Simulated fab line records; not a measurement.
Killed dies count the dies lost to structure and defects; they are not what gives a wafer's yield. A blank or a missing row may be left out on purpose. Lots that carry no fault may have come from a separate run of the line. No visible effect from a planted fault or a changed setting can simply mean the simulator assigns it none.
Matching of chambers	flow n5 finfet	4 sister chambers for N5_DUMMY_REMOVAL_HM_STRIP_01 on rie diel-03
The step strips SiNx in CH3F/O2, stops on poly-Si, target depth 4 nm, time 6.8 s. 4 wafers are shown with their chamber, then 7 later ones without.

EACH WAFER AND ITS CHAMBER
wafer	chamber	showerhead plenum p Torr (Torr)
L079.6	0	1.96
L085.5	1	2.00
L086.1	2	2.06
L086.5	3	2.09

WAFERS WITHOUT THEIR CHAMBER
wafer	showerhead plenum p Torr (Torr)
L086.6	2.06
L087.2	2.08
L087.3	2.00
L087.5	2.08
L094.2	2.00
L094.4	2.00
L094.5	1.95

THE CHAMBER EACH PASSED THROUGH
wafer	from the rows above	in truth
L086.6	2	2
L087.2	can't be placed: 3 or 2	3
L087.3	1	1
L087.5	can't be placed: 3 or 2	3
L094.2	1	1
L094.4	1	1
L094.5	0	0
Correctly placed: 5 of 7. Cannot be placed on the basis of these rows: 2; the candidates contain the true chamber in 2. 0 placed wrongly.
How it was worked out, from the rows above alone: a wafer's distance from a chamber is the root of the sum, over the readings, of the square of ((its reading less the chamber's mean) divided by the reading's scatter). The wafer belongs to the nearest chamber; if the next one is less than 2 further off, it can't be placed. A chamber's mean is the mean of its shown wafers. The scatter: root of mean squared gap, hidden wafer to nearest shown wafer, with one shown wafer a chamber.
